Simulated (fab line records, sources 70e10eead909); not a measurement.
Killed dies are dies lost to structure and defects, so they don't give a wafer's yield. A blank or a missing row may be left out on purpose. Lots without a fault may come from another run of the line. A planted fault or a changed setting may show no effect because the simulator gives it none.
Which tool did it? | flow nand_harc | 6 lots, 18 wafers sampled, at 1 step of a route of 1159

WHAT THE GAUGES READ, wafer by wafer
NHARC_P_CONTACT_INSPECT_14.
lot  | measured     | on                | raw_defect_count
L550 | day 5 19:10  | defect_inspect-02 | 1 4 1
L553 | day 6 17:27  | defect_inspect-02 | 6 5 2
L563 | day 8 23:40  | defect_inspect-02 | 5 5 3
L566 | day 10 00:51 | defect_inspect-02 | 6 4 3
L570 | day 10 18:38 | defect_inspect-01 | 8 8 3
L571 | day 11 01:34 | defect_inspect-02 | 2 3 1

WHICH TOOL RAN EACH LOT (tool, then ch and the chambers of the sampled wafers, then the start)
The record holds no process step before these readings.

THE ANSWER, worked out from the rows above alone
Rule: what is usual is taken from the lots themselves. Put in order of their means at a reading, lots are off if they are a third of the lots or fewer, leave a main group of 4 or more, and stand apart from it by a gap of 3 or more times the standard deviation of the main group's means; of several such gaps the widest counts. A main group whose means are all the same, to the digits that the tables above print for the reading, isn't used. A lot without any number at a reading at which 4 lots or more have one is off too. The other lots that the step has rows for count as sound.
No lot is off at any reading shown: from this, nothing can be told.

WHAT THE SIMULATOR HAD PUT IN
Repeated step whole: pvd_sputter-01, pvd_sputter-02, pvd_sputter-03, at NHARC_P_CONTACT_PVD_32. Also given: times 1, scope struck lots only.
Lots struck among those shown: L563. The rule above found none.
